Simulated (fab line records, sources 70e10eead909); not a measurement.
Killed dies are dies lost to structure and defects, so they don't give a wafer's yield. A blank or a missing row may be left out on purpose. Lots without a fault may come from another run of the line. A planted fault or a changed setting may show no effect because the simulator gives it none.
Tool commonality check | flow nand_harc | 11 lots, 33 wafers sampled

WHY IT WAS OPENED
At NHARC_P_M2_CD_MEAS_09 the reading cd_nm is flagged on 1 of 11 lots. Wafers without a fault read 169.7 nm, standard deviation 0.87.
Rule: a lot is flagged when every wafer of it that has a number lies more than 4 standard deviations from that mean, or none has a number. The other lots count as sound.

lot  | measured     | on        | cd_nm (nm), wafer by wafer | flag
L697 | day 6 14:31  | cd_sem-02 | 170.9 170.1 170.8          |
L696 | day 6 15:31  | cd_sem-01 | 168.4 169.6 169.5          |
L695 | day 6 15:55  | cd_sem-02 | 168.1 169.0 169.0          |
L698 | day 7 01:12  | cd_sem-03 | 169.7 170.3 170.0          |
L699 | day 7 01:32  | cd_sem-02 | 170.3 170.8 169.7          |
L700 | day 7 08:48  | cd_sem-03 | 169.5 168.0 168.4          |
L701 | day 7 15:41  | cd_sem-03 | 169.6 168.9 170.2          |
L710 | day 10 06:19 | cd_sem-01 | 179.1 174.5 174.5          | FLAGGED
L714 | day 10 20:50 | cd_sem-03 | 170.2 170.5 170.6          |
L717 | day 11 13:43 | cd_sem-01 | 170.7 169.1 170.0          |
L718 | day 11 18:55 | cd_sem-03 | 167.1 168.8 168.0          |
The numbers of the flagged lots are 176.0 nm on average: +6.3 nm against the usual, or +7 standard deviations.

WHICH TOOL RAN EACH LOT
The record holds 3 process steps before the reading, out of a route of 1159 steps. In each cell: the tool, then ch and the chambers that the sampled wafers went through, then the start.
lot  | flag    | NHARC_P_M0_ANNEAL_30             | NHARC_P_M1_PVD_20                       | NHARC_P_M2_EXPOSE_06
L697 |         | rtp_anneal-02 ch 0, day 6 08:11  | pvd_sputter-01, day 6 14:23 or earlier  | arfi_scanner-03 ch 0, day 6 14:23
L696 |         | rtp_anneal-01 ch 0, day 6 08:49  | pvd_sputter-01, day 6 15:22 or earlier  | arfi_scanner-01 ch 0, day 6 15:22
L695 |         | rtp_anneal-01 ch 0, day 6 09:22  | pvd_sputter-01, day 6 15:47 or earlier  | arfi_scanner-03 ch 0, day 6 15:47
L698 |         | rtp_anneal-01 ch 0, day 6 18:38  | pvd_sputter-01, day 7 01:04 or earlier  | arfi_scanner-02 ch 0, day 7 01:04
L699 |         | rtp_anneal-01 ch 0, day 6 19:14  | pvd_sputter-02, day 7 01:24 or earlier  | arfi_scanner-03 ch 0, day 7 01:24
L700 |         | rtp_anneal-02 ch 0, day 7 02:29  | pvd_sputter-02, day 7 08:40 or earlier  | arfi_scanner-01 ch 0, day 7 08:40
L701 |         | rtp_anneal-01 ch 0, day 7 09:25  | pvd_sputter-02, day 7 15:33 or earlier  | arfi_scanner-03 ch 0, day 7 15:33
L710 | FLAGGED | rtp_anneal-02 ch 0, day 9 23:25  | pvd_sputter-01, day 10 06:11 or earlier | arfi_scanner-03 ch 0, day 10 06:11
L714 |         | rtp_anneal-01 ch 0, day 10 14:02 | pvd_sputter-02, day 10 20:41 or earlier | arfi_scanner-02 ch 0, day 10 20:41
L717 |         | rtp_anneal-02 ch 0, day 11 07:14 | pvd_sputter-01, day 11 13:34 or earlier | arfi_scanner-01 ch 0, day 11 13:34
L718 |         | rtp_anneal-01 ch 0, day 11 09:24 | pvd_sputter-01, day 11 18:47 or earlier | arfi_scanner-01 ch 0, day 11 18:47
What these steps do:
- NHARC_P_M0_ANNEAL_30: time 90 s.
- NHARC_P_M1_PVD_20: deposits TaN, target thk 5 nm, time 8.06 s.
- NHARC_P_M2_EXPOSE_06: exposes mask P M2, target cd 170 nm.
- NHARC_P_M2_CD_MEAS_09: target cd 170 nm.

FLAGGED OVER TOTAL, TOOL BY TOOL (the gauges that took the reading come last)
step                  | tool            | lots run | flagged | share of the flagged lots | sound lots run after its first flagged lot
NHARC_P_M0_ANNEAL_30  | rtp_anneal-01   | 7        | 0       | none                      | -
NHARC_P_M0_ANNEAL_30  | rtp_anneal-02   | 4        | 1       | all                       | 1 (L717)
NHARC_P_M1_PVD_20     | pvd_sputter-01  | 7        | 1       | all                       | 2 (L717,L718)
NHARC_P_M1_PVD_20     | pvd_sputter-02  | 4        | 0       | none                      | -
NHARC_P_M2_EXPOSE_06  | arfi_scanner-01 | 4        | 0       | none                      | -
NHARC_P_M2_EXPOSE_06  | arfi_scanner-02 | 2        | 0       | none                      | -
NHARC_P_M2_EXPOSE_06  | arfi_scanner-03 | 5        | 1       | all                       | 0
NHARC_P_M2_CD_MEAS_09 | cd_sem-01       | 3        | 1       | all                       | 1 (L717)
NHARC_P_M2_CD_MEAS_09 | cd_sem-02       | 3        | 0       | none                      | -
NHARC_P_M2_CD_MEAS_09 | cd_sem-03       | 5        | 0       | none                      | -
NHARC_P_M1_PVD_20 gives no start for some lots, so the hours and the order of its lots are those of NHARC_P_M2_EXPOSE_06.

WHAT THE TABLE ALLOWS
4 rows of the table ran every flagged lot: rtp_anneal-02 at NHARC_P_M0_ANNEAL_30, pvd_sputter-01 at NHARC_P_M1_PVD_20, arfi_scanner-03 at NHARC_P_M2_EXPOSE_06, cd_sem-01 at NHARC_P_M2_CD_MEAS_09.
- rtp_anneal-02 at NHARC_P_M0_ANNEAL_30: 1 of its 4 lots flagged. Sound lots ran on it after the first flagged one (L717), which a lasting fault on the whole tool wouldn't allow.
- pvd_sputter-01 at NHARC_P_M1_PVD_20: 1 of its 7 lots flagged. Sound lots ran on it after the first flagged one (L717, L718), which a lasting fault on the whole tool wouldn't allow.
- arfi_scanner-03 at NHARC_P_M2_EXPOSE_06: 1 of its 5 lots flagged. Its last sound lot is L701 (day 7 15:33), its first flagged lot L710 (day 10 06:11): a fault that began between those two fits. Its own readings lie more than 4 standard deviations out on every wafer of the flagged lots: exposure_dose_mJ_cm2.
- cd_sem-01 at NHARC_P_M2_CD_MEAS_09: 1 of its 3 lots flagged. Sound lots ran on it after the first flagged one (L717), which a lasting fault on the whole tool wouldn't allow.
One tool is left: arfi_scanner-03 at NHARC_P_M2_EXPOSE_06.

WHAT THE SIMULATOR HAD PUT IN
Process parameter drift: arfi_scanner-03, from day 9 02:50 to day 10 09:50, at NHARC_P_M2_EXPOSE_06. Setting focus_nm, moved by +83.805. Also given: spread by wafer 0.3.
Lots struck among those shown: L710. The rule above found the same.
